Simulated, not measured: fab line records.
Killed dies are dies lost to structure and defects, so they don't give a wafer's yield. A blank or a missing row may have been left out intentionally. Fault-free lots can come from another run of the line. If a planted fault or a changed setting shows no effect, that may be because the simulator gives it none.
fab line records | flow n5_finfet
record: lots: 7 | wafers: 39
route steps=1938 shown FIN_SAQP@120 DUMMY_GATE@243 SD_EPI_P@321 SD_ACTIVATION@330 GATE_CUT@469
start_h: hours from the record's opening day to when the first of the lot's shown wafers began | wait_h: hours since the lot's step before | " same as the row above | L1.1+2: one row covering several wafers at once | - no value present, or no start provided | * or withheld: withheld | < > ~ a bound
route shown NAME@n: a module of which the file shows steps, and the number in the route of the first | usual: the fault-free wafers' mean and standard deviation | same: alike in all rows | chamber/n: place in a boat | sites: per-site readings | _std_site: standard deviation across them | _edge_site: the outer-site mean with the inner-site mean subtracted | radius_mm: how far each site lies from the wafer's centre | mask NAME#n: copy n | behind: tool/chamber where the wafer was last shaped | hold: the reason the lot was held/the length of the hold in hours/how it ended | device: whichever transistor did not switch (one of n, p or np) | end of line: tests of these same wafers at the route's end | for a step that has no rows: nothing shown but its recipe | killed: count of dies lost to structure and defects at first sort (not the wafer's yield) | map: a wafer's dies, x killed, . not, _ none there
set.NAME: setting as actually run; set.NAME@STEP: the setting as run at that earlier step | model.NAME: the simulator's own value behind a step, which no gauge read
lots where settings were altered on purpose, with a table for each step and a row for each wafer
== steps ==
step: N5_FIN_SAQP_MANDREL_ETCH_22
recipe: target_depth_a: 600 | chemistry: HBr/Cl2 | target: a-Si | stop_on: SiNx | bt_time_s: 10 | over_etch_frac: 0.5 | time_s: 30 | pressure_mtorr: 10 | icp_w: 800 | bias_w: 75 | HBr_flow_sccm: 150 | Cl2_flow_sccm: 80 | ends: end_point
lot.wafer | tool      | chamber | start_h | wait_h | set.icp_w | model.SOC_of_FIN_SAQP_COAT_49.thk_nm
L075.1    | rie_si-06 | 1       | 28.36   | 0.0    | 800       | 75.68
L075.2    | "         | 0       | "       | "      | 907.3     | 74.45
L075.3    | "         | 2       | "       | "      | 907.3     | 74.96
L075.4    | "         | 3       | "       | "      | 907.3     | 75.18
L075.5    | "         | 3       | "       | "      | 800       | 76.24
L075.6    | "         | 0       | "       | "      | 800       | 76
L085.1    | rie_si-06 | 0       | 88.87   | 0.0    | 656.7     | 77.86
L085.2    | "         | 3       | "       | "      | 800       | 76.29
L085.3    | "         | 2       | "       | "      | 656.7     | 78.24
L085.4    | "         | 1       | "       | "      | 800       | 75.55
L085.5    | "         | 2       | "       | "      | 800       | 76.24
L085.6    | "         | 3       | "       | "      | 656.7     | 77.99
L086.1    | rie_si-06 | 0       | 94.76   | 0.0    | 734.9     | 77.05
L086.2    | "         | 2       | "       | "      | 734.9     | 77.53
L086.3    | "         | 3       | "       | "      | 800       | 76.87
L086.4    | "         | 1       | "       | "      | 800       | 75.83
L086.5    | "         | 3       | "       | "      | 734.9     | 77.52
L086.6    | "         | 0       | "       | "      | 800       | 76.08
L090.1    | rie_si-01 | 2       | 120.29  | 0.0    | 839.5     | 75.52
L090.2    | "         | 3       | "       | "      | 800       | 75.17
L090.3    | "         | 1       | "       | "      | 839.5     | 74.99
L090.4    | "         | 2       | "       | "      | 839.5     | 75.19
L090.5    | "         | 3       | "       | "      | 800       | 75.64
L090.6    | "         | 1       | "       | "      | 800       | 75.4
L092.1    | rie_si-06 | 2       | 130.79  | 0.0    | 800       | 76.09
L092.2    | "         | 1       | "       | "      | 701.9     | 76.83
L092.3    | "         | 3       | "       | "      | 800       | 76.43
L092.4    | "         | 0       | "       | "      | 800       | 75.74
L092.5    | "         | 3       | "       | "      | 701.9     | 77.39
L092.6    | "         | 0       | "       | "      | 701.9     | 76.47
L093.1    | rie_si-04 | 3       | 139.28  | 0.0    | 800       | 75.87
L093.3    | "         | 0       | "       | "      | 800       | 75.39
L093.6    | "         | 3       | "       | "      | 800       | 75.84
L096.1    | rie_si-06 | 0       | 155.20  | 0.0    | 800       | 76.26
L096.2    | "         | 2       | "       | "      | 747.4     | 77.38
L096.3    | "         | 3       | "       | "      | 800       | 76.6
L096.4    | "         | 1       | "       | "      | 800       | 75.91
L096.5    | "         | 0       | "       | "      | 747.4     | 77.03
L096.6    | "         | 1       | "       | "      | 747.4     | 76.57
step: N5_DUMMY_GATE_ETCH_31
recipe: chemistry: C4F6/O2 | target: SiO2 | mask_material: SOC | target_depth_a: 825 | time_s: 27.5 | ion_energy_ev: 250 | pressure_mtorr: 30 | source_w: 345 | bias_w: 185 | Ar_flow_sccm: 300 | C4F6_flow_sccm: 10 | O2_flow_sccm: 10
lot.wafer | tool        | chamber | start_h | wait_h | set.target_depth_a | model.etch.depth_nm | model.SOC_of_DUMMY_GATE_COAT_34.thk_nm
L075.1    | rie_diel-05 | 0       | 52.51   | 0.0    | 825                | 82.21               | 51.8
L075.2    | "           | 3       | "       | "      | 729.2              | 73.41               | 52.8
L075.3    | "           | 1       | "       | "      | 729.2              | 72.89               | 52.6
L075.4    | "           | 2       | "       | "      | 825                | 83.04               | 51.6
L075.5    | "           | 0       | "       | "      | 825                | 82.03               | 52
L075.6    | "           | 3       | "       | "      | 729.2              | 73.55               | 52.8
L085.1    | rie_diel-05 | 1       | 116.74  | 0.2    | 722.8              | 72.2                | 52.8
L085.2    | "           | 0       | "       | "      | 825                | 81.66               | 52
L085.3    | "           | 2       | "       | "      | 722.8              | 72.86               | 52.6
L085.4    | "           | 0       | "       | "      | 825                | 81.92               | 51.8
L085.5    | "           | 1       | "       | "      | 722.8              | 71.66               | 52.8
L085.6    | "           | 2       | "       | "      | 825                | 83.33               | 51.8
L086.1    | rie_diel-03 | 0       | 119.12  | 0.0    | 773.8              | 78.35               | 52
L086.2    | "           | 3       | "       | "      | 825                | 82.24               | 51.6
L086.3    | "           | 2       | "       | "      | 825                | 81.72               | 51.4
L086.4    | "           | 1       | "       | "      | 773.8              | 77.47               | 52.2
L086.5    | "           | 0       | "       | "      | 825                | 84.11               | 51.6
L086.6    | "           | 3       | "       | "      | 773.8              | 76.85               | 52
L090.1    | rie_diel-05 | 3       | 145.21  | 0.0    | 825                | 82.58               | 51.8
L090.2    | "           | 0       | "       | "      | 825                | 82.58               | 51.6
L090.3    | "           | 2       | "       | "      | 825                | 83.25               | 51.4
L090.4    | "           | 1       | "       | "      | 825                | 81.66               | 51.8
L090.5    | "           | 0       | "       | "      | 825                | 83.04               | 51.4
L090.6    | "           | 1       | "       | "      | 825                | 82.36               | 51.8
L092.1    | rie_diel-04 | 0       | 154.90  | 0.0    | 897.7              | 89.41               | 50.8
L092.2    | "           | 1       | "       | "      | 897.7              | 91.74               | 50.8
L092.3    | "           | 2       | "       | "      | 825                | 80.06               | 52
L092.4    | "           | 3       | "       | "      | 897.7              | 89.75               | 51
L092.5    | "           | 3       | "       | "      | 825                | 82.39               | 51.6
L092.6    | "           | 0       | "       | "      | 825                | 82.23               | 51.4
L093.1    | rie_diel-04 | 1       | 166.41  | 0.3    | 825                | 84.81               | 51.6
L093.3    | "           | 0       | "       | "      | 825                | 82.25               | 51.8
L093.6    | "           | 1       | "       | "      | 825                | 84.55               | 51.8
L096.1    | rie_diel-05 | 2       | 183.26  | 0.0    | 825                | 82.23               | 51.6
L096.2    | "           | 3       | "       | "      | 903.6              | 90.17               | 51.2
L096.3    | "           | 0       | "       | "      | 825                | 80.36               | 52
L096.4    | "           | 1       | "       | "      | 903.6              | 88.44               | 51.2
L096.5    | "           | 2       | "       | "      | 825                | 82.17               | 51.8
L096.6    | "           | 1       | "       | "      | 903.6              | 89.02               | 51
step: N5_DUMMY_GATE_ETCH_32
recipe: chemistry: CF4 | target: SiO2 | target_depth_a: 35 | time_s: 3.9 | ion_energy_ev: 350 | pressure_mtorr: 10 | icp_w: 800 | bias_w: 400 | cf4_flow_sccm: 80
lot.wafer | tool      | chamber | start_h | wait_h | set.time_s | model.etch.depth_nm
L075.1    | rie_si-02 | 0       | 52.75   | 0.1    | 3.9        | 3.464
L075.2    | "         | 3       | "       | "      | 3.9        | 3.426
L075.3    | "         | 1       | "       | "      | 3.9        | 3.375
L075.4    | "         | 2       | "       | "      | 3.9        | 3.389
L075.5    | "         | 0       | "       | "      | 3.9        | 3.443
L075.6    | "         | 1       | "       | "      | 3.9        | 3.363
L085.1    | rie_si-05 | 2       | 116.99  | 0.1    | 3.9        | 3.618
L085.2    | "         | 1       | "       | "      | 3.9        | 3.626
L085.3    | "         | 3       | "       | "      | 4.663      | 4.149
L085.4    | "         | 0       | "       | "      | 4.663      | 4.268
L085.5    | "         | 1       | "       | "      | 3.9        | 3.621
L085.6    | "         | 0       | "       | "      | 4.663      | 4.271
L086.1    | rie_si-05 | 3       | 119.37  | 0.1    | 3.9        | 3.503
L086.2    | "         | 1       | "       | "      | 3.9        | 3.636
L086.3    | "         | 2       | "       | "      | 3.9        | 3.585
L086.4    | "         | 0       | "       | "      | 3.9        | 3.577
L086.5    | "         | 1       | "       | "      | 3.9        | 3.654
L086.6    | "         | 0       | "       | "      | 3.9        | 3.557
L090.1    | rie_si-03 | 1       | 145.46  | 0.1    | 3.9        | 3.521
L090.2    | "         | 2       | "       | "      | 3.9        | 3.54
L090.3    | "         | 0       | "       | "      | 3.9        | 3.453
L090.4    | "         | 3       | "       | "      | 3.9        | 3.451
L090.5    | "         | 3       | "       | "      | 3.9        | 3.433
L090.6    | "         | 0       | "       | "      | 3.9        | 3.481
L092.1    | rie_si-02 | 3       | 155.15  | 0.1    | 3.9        | 3.457
L092.2    | "         | 2       | "       | "      | 3.9        | 3.362
L092.3    | "         | 1       | "       | "      | 3.03       | 2.63
L092.4    | "         | 0       | "       | "      | 3.03       | 2.682
L092.5    | "         | 2       | "       | "      | 3.03       | 2.598
L092.6    | "         | 3       | "       | "      | 3.9        | 3.492
L093.1    | rie_si-02 | 3       | 166.66  | 0.1    | 3.9        | 3.438
L093.3    | "         | 2       | "       | "      | 3.9        | 3.355
L093.6    | "         | 2       | "       | "      | 3.9        | 3.327
L096.1    | rie_si-02 | 2       | 183.51  | 0.1    | 2.967      | 2.533
L096.2    | "         | 3       | "       | "      | 3.9        | 3.4
L096.3    | "         | 0       | "       | "      | 3.9        | 3.44
L096.4    | "         | 1       | "       | "      | 3.9        | 3.436
L096.5    | "         | 3       | "       | "      | 2.967      | 2.614
L096.6    | "         | 0       | "       | "      | 2.967      | 2.607
step: N5_SD_EPI_P_EPI_21
recipe: material: SiGe:B | dopant: B | temp_c: 550 | pressure_torr: 20 | ambient: H2 | time_s: 355
lot.wafer  | tool         | chamber | start_h | wait_h | set.time_s | model.SiGe-B_of_SD_EPI_P_EPI_21.thk_nm
L075.1     | epi_rpcvd-04 | 0       | 60.33   | 0.1    | 302.3      | 56.6
L075.2     | "            | 0       | "       | "      | 355        | 61.6
L075.3     | "            | 0       | "       | "      | 355        | 62.6
L075.4     | "            | 0       | "       | "      | 302.3      | 55
L075.5     | "            | 0       | "       | "      | 355        | 61.4
L075.6     | "            | 0       | "       | "      | 302.3      | 56.4
L085.1     | epi_rpcvd-02 | 0       | 124.86  | 0.3    | 324        | 57.8
L085.2     | "            | 0       | "       | "      | 355        | 61.2
L085.3+5   | "            | 0       | "       | "      | 355        | 61.4
L085.4     | "            | 0       | "       | "      | 324        | 57.2
L085.6     | "            | 0       | 128.06  | 3.2    | 324        | 57.6
L086.1     | epi_rpcvd-03 | 0       | 127.61  | 0.1    | 289.5      | 54
L086.2     | "            | 0       | "       | "      | 289.5      | 52.8
L086.3     | "            | 0       | "       | "      | 289.5      | 53.8
L086.4+5+6 | "            | 0       | "       | "      | 355        | 60.6
L090.1+6   | epi_rpcvd-04 | 0       | 154.36  | 0.1    | 376.8      | 63.4
L090.2     | "            | 0       | "       | "      | 355        | 61.6
L090.3     | "            | 0       | "       | "      | 355        | 61
L090.4     | "            | 0       | "       | "      | 355        | 61.4
L090.5     | "            | 0       | "       | "      | 376.8      | 63.6
L092.1+3+6 | epi_rpcvd-03 | 0       | 164.03  | 0.1    | 355        | 61.6
L092.2     | "            | 0       | "       | "      | 355        | 61.8
L092.4     | "            | 0       | "       | "      | 355        | 61.4
L092.5     | "            | 0       | "       | "      | 355        | 60.8
L093.1+3+6 | epi_rpcvd-02 | 0       | 175.57  | 0.3    | 355        | 60.8
L096.1     | epi_rpcvd-02 | 0       | 191.89  | 0.3    | 355        | 60.4
L096.2+6   | "            | 0       | "       | "      | 399.3      | 65.4
L096.3     | "            | 0       | "       | "      | 399.3      | 66.8
L096.4     | "            | 0       | "       | "      | 355        | 61.2
L096.5     | "            | 0       | "       | "      | 355        | 61.4
step: N5_SD_EPI_P_EPI_MEAS_23
recipe: mode: xrd
usual: thk_nm: 61.3/1.1
lot.wafer | tool          | chamber | start_h | wait_h | set.time_s@SD_EPI_P_EPI_21 | thk_nm
L075.1    | film_metro-02 | -       | 62.53   | 1.8    | 302.3                      | 55.1
L075.2    | "             | -       | "       | "      | 355                        | 62.2
L075.3    | "             | -       | "       | "      | 355                        | 61.5
L075.4    | "             | -       | "       | "      | 302.3                      | 53.7
L075.5    | "             | -       | "       | "      | 355                        | 61.3
L075.6    | "             | -       | "       | "      | 302.3                      | 56.4
L085.1    | film_metro-02 | -       | 128.73  | 3.2    | 324                        | 57.8
L085.2    | "             | -       | "       | "      | 355                        | 61.5
L085.3    | "             | -       | "       | "      | 355                        | 61.4
L085.4    | "             | -       | "       | "      | 324                        | 57.5
L085.5    | "             | -       | "       | "      | 355                        | 60.2
L085.6    | "             | -       | "       | "      | 324                        | 59.3
L086.1    | film_metro-02 | -       | 129.81  | 1.9    | 289.5                      | 54.0
L086.2    | "             | -       | "       | "      | 289.5                      | 52.0
L086.3    | "             | -       | "       | "      | 289.5                      | 53.7
L086.4    | "             | -       | "       | "      | 355                        | 61.2
L086.5    | "             | -       | "       | "      | 355                        | 62.6
L086.6    | "             | -       | "       | "      | 355                        | 60.0
L090.1    | film_metro-01 | -       | 156.57  | 1.9    | 376.8                      | 64.3
L090.2    | "             | -       | "       | "      | 355                        | 62.6
L090.3    | "             | -       | "       | "      | 355                        | 61.8
L090.4    | "             | -       | "       | "      | 355                        | 63.1
L090.5    | "             | -       | "       | "      | 376.8                      | 62.5
L090.6    | "             | -       | "       | "      | 376.8                      | 63.7
L092.1    | film_metro-01 | -       | 166.23  | 1.8    | 355                        | 61.3
L092.2    | "             | -       | "       | "      | 355                        | 61.9
L092.3    | "             | -       | "       | "      | 355                        | 62.3
L092.4    | "             | -       | "       | "      | 355                        | 62.4
L092.5    | "             | -       | "       | "      | 355                        | 60.7
L092.6    | "             | -       | "       | "      | 355                        | 62.2
L093.1    | film_metro-02 | -       | 178.49  | 2.4    | 355                        | 59.6
L093.3    | "             | -       | "       | "      | 355                        | 60.6
L093.6    | "             | -       | "       | "      | 355                        | 60.0
L096.1    | film_metro-01 | -       | 195.77  | 3.2    | 355                        | 58.7
L096.2    | "             | -       | "       | "      | 399.3                      | 66.4
L096.3    | "             | -       | "       | "      | 399.3                      | 65.1
L096.4    | "             | -       | "       | "      | 355                        | 61.4
L096.5    | "             | -       | "       | "      | 355                        | 59.5
L096.6    | "             | -       | "       | "      | 399.3                      | 67.0
step: N5_SD_EPI_P_HM_STRIP_48
recipe: chemistry: H3PO4 | temp_c: 160 | material: SiNx | target: SiNx | target_depth_a: 30 | overetch_fraction: 0.3
step: N5_SD_EPI_P_SRD_49
recipe: dry: ipa_marangoni | time_s: 30 | temp_c: 23 | rinse_liquid: diw
step: N5_SD_ACTIVATION_RTA_00
recipe: temp_c: 975 | time_s: 0 | ambient: N2 | idle_temp_c: 600 | ramp_up_c_per_s: 150 | ramp_down_c_per_s: 60 | cool_to_c: 600
step: N5_SD_ACTIVATION_LSA_01
recipe: temp_c: 1080 | time_s: 0.0008 | ambient: N2
step: N5_SD_ACTIVATION_RS_MEAS_03
recipe: thk_meas_gauge: four-point-probe
usual: RS_SD_N: 21.81/0.29 | RS_SD_P: 55.7/0.78
lot.wafer | tool          | chamber | start_h | wait_h | set.time_s@SD_EPI_P_EPI_21 | RS_SD_N[ohm/sq] | RS_SD_P[ohm/sq]
L075.1    | film_metro-02 | -       | 73.68   | 0.2    | 302.3                      | 21.90           | 60.0
L075.2    | "             | -       | "       | "      | 355                        | 22.02           | 55.6
L075.3    | "             | -       | "       | "      | 355                        | 22.27           | 55.4
L075.4    | "             | -       | "       | "      | 302.3                      | 22.12           | 62.3
L075.5    | "             | -       | "       | "      | 355                        | 22.09           | 56.0
L075.6    | "             | -       | "       | "      | 302.3                      | 22.14           | 61.2
L085.1    | film_metro-02 | -       | 129.36  | 0.2    | 324                        | 21.95           | 59.4
L085.2    | "             | -       | "       | "      | 355                        | 22.13           | 55.5
L085.3    | "             | -       | "       | "      | 355                        | 22.50           | 56.0
L085.4    | "             | -       | "       | "      | 324                        | 21.84           | 59.7
L085.5    | "             | -       | "       | "      | 355                        | 21.69           | 55.1
L085.6    | "             | -       | "       | "      | 324                        | 21.63           | 58.4
L086.1    | film_metro-02 | -       | 130.41  | 0.2    | 289.5                      | 21.81           | 63.0
L086.2    | "             | -       | "       | "      | 289.5                      | 21.97           | 64.5
L086.3    | "             | -       | "       | "      | 289.5                      | 21.95           | 63.7
L086.4    | "             | -       | "       | "      | 355                        | 21.57           | 56.4
L086.5    | "             | -       | "       | "      | 355                        | 21.61           | 56.1
L086.6    | "             | -       | "       | "      | 355                        | 21.85           | 56.4
L090.1    | film_metro-01 | -       | 157.22  | 0.2    | 376.8                      | 21.57           | 54.8
L090.2    | "             | -       | "       | "      | 355                        | 21.87           | 56.4
L090.3    | "             | -       | "       | "      | 355                        | 22.05           | 56.7
L090.4    | "             | -       | "       | "      | 355                        | 21.46           | 56.1
L090.5    | "             | -       | "       | "      | 376.8                      | 21.97           | 54.7
L090.6    | "             | -       | "       | "      | 376.8                      | 21.70           | 54.3
L092.1    | film_metro-01 | -       | 166.84  | 0.2    | 355                        | 21.34           | 55.4
L092.2    | "             | -       | "       | "      | 355                        | 21.68           | 55.0
L092.3    | "             | -       | "       | "      | 355                        | 21.32           | 55.1
L092.4    | "             | -       | "       | "      | 355                        | 21.72           | 55.9
L092.5    | "             | -       | "       | "      | 355                        | 21.31           | 56.3
L092.6    | "             | -       | "       | "      | 355                        | 21.59           | 55.3
L093.1    | film_metro-02 | -       | 179.09  | 0.2    | 355                        | 21.25           | 55.8
L093.3    | "             | -       | "       | "      | 355                        | 21.41           | 56.3
L093.6    | "             | -       | "       | "      | 355                        | 21.27           | 55.7
L096.1    | film_metro-01 | -       | 196.40  | 0.2    | 355                        | 21.75           | 55.9
L096.2    | "             | -       | "       | "      | 399.3                      | 21.18           | 51.9
L096.3    | "             | -       | "       | "      | 399.3                      | 21.28           | 50.3
L096.4    | "             | -       | "       | "      | 355                        | 21.43           | 55.4
L096.5    | "             | -       | "       | "      | 355                        | 21.46           | 54.5
L096.6    | "             | -       | "       | "      | 399.3                      | 21.34           | 51.8
step: N5_GATE_CUT_ETCH_58
recipe: chemistry: CH3F/O2 | target: SiNx | target_depth_a: 170 | time_s: 128.6 | ion_energy_ev: 50 | pressure_mtorr: 30 | source_w: 415 | bias_w: 21 | Ar_flow_sccm: 150 | CH3F_flow_sccm: 30 | O2_flow_sccm: 20
usual: rf_vpp_V: 99.0/0.9
lot.wafer | tool        | chamber | start_h | wait_h | set.bias_w | rf_vpp_V
L075.1    | rie_diel-05 | 0       | 96.76   | 0.1    | 19.6       | 93.2
L075.2    | "           | 1       | "       | "      | 21         | 98.3
L075.3    | "           | 2       | "       | "      | 19.6       | 95.1
L075.4    | "           | 3       | "       | "      | 19.6       | 95.5
L075.5    | "           | 3       | "       | "      | 21         | 98.5
L075.6    | "           | 0       | "       | "      | 21         | 98.6
L085.1    | rie_diel-03 | 1       | 153.95  | 0.4    | 22.9       | 104.1
L085.2    | "           | 0       | "       | "      | 22.9       | 105.9
L085.3    | "           | 3       | "       | "      | 21         | 98.9
L085.4    | "           | 2       | "       | "      | 22.9       | 103.8
L085.5    | "           | 1       | "       | "      | 21         | 98.9
L085.6    | "           | 2       | "       | "      | 21         | 98.5
L086.1    | rie_diel-03 | 1       | 154.12  | 0.0    | 23.77      | 107.6
L086.2    | "           | 3       | "       | "      | 21         | 99.2
L086.3    | "           | 2       | "       | "      | 21         | 99.7
L086.4    | "           | 0       | "       | "      | 23.77      | 108.3
L086.5    | "           | 3       | "       | "      | 23.77      | 108.5
L086.6    | "           | 0       | "       | "      | 21         | 98.1
L090.1    | rie_diel-04 | 2       | 178.55  | 0.0    | 21         | 99.0
L090.2    | "           | 0       | "       | "      | 21         | 98.9
L090.3    | "           | 1       | "       | "      | 19.83      | 95.8
L090.4    | "           | 3       | "       | "      | 21         | 99.8
L090.5    | "           | 0       | "       | "      | 19.83      | 95.8
L090.6    | "           | 1       | "       | "      | 19.83      | 95.3
L092.1    | rie_diel-05 | 1       | 188.35  | 0.1    | 21         | 99.7
L092.2    | "           | 0       | "       | "      | 17.74      | 88.3
L092.3    | "           | 2       | "       | "      | 17.74      | 89.1
L092.4    | "           | 3       | "       | "      | 17.74      | 88.9
L092.5    | "           | 2       | "       | "      | 21         | 98.8
L092.6    | "           | 3       | "       | "      | 21         | 97.7
L093.1    | rie_diel-05 | 0       | 201.63  | 0.0    | 21         | 97.6
L093.3    | "           | 2       | "       | "      | 21         | 97.6
L093.6    | "           | 3       | "       | "      | 21         | 99.8
L096.1    | rie_diel-04 | 1       | 217.30  | 0.0    | 18.65      | 91.2
L096.2    | "           | 2       | "       | "      | 21         | 98.8
L096.3    | "           | 0       | "       | "      | 18.65      | 92.9
L096.4    | "           | 3       | "       | "      | 21         | 99.8
L096.5    | "           | 2       | "       | "      | 21         | 100.3
L096.6    | "           | 3       | "       | "      | 18.65      | 93.0
== key ==
split: step: N5_FIN_SAQP_MANDREL_ETCH_22 | setting: icp_w | stated: 800 | by: wafer
response: step: N5_FIN_SAQP_MANDREL_ETCH_22 | reading: model.SOC_of_FIN_SAQP_COAT_49.thk_nm | change: -0.096 | per: 1% | r: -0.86
split: step: N5_DUMMY_GATE_ETCH_31 | setting: target_depth_a | stated: 825 | by: wafer
response: step: N5_DUMMY_GATE_ETCH_31 | reading: model.etch.depth_nm | change: +0.832 | per: 1% | r: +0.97
response: step: N5_DUMMY_GATE_ETCH_31 | reading: model.SOC_of_DUMMY_GATE_COAT_34.thk_nm | change: -0.0773 | per: 1% | r: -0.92
split: step: N5_DUMMY_GATE_ETCH_32 | setting: time_s | stated: 3.9 | by: wafer
response: step: N5_DUMMY_GATE_ETCH_32 | reading: model.etch.depth_nm | change: +0.0343 | per: 1% | r: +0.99
split: step: N5_SD_EPI_P_EPI_21 | setting: time_s | stated: 355 | by: wafer
response: step: N5_SD_EPI_P_EPI_21 | reading: model.SiGe-B_of_SD_EPI_P_EPI_21.thk_nm | change: +0.391 | per: 1% | r: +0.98
response: step: N5_SD_EPI_P_EPI_MEAS_23 | reading: thk_nm | change: * | per: 1% | r: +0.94
response: step: N5_SD_ACTIVATION_RS_MEAS_03 | reading: RS_SD_P | change: -0.374 | per: 1% | r: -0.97
split: step: N5_GATE_CUT_ETCH_58 | setting: bias_w | stated: 21 | by: wafer
response: step: N5_GATE_CUT_ETCH_58 | reading: rf_vpp_V | change: +0.653 | per: 1% | r: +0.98
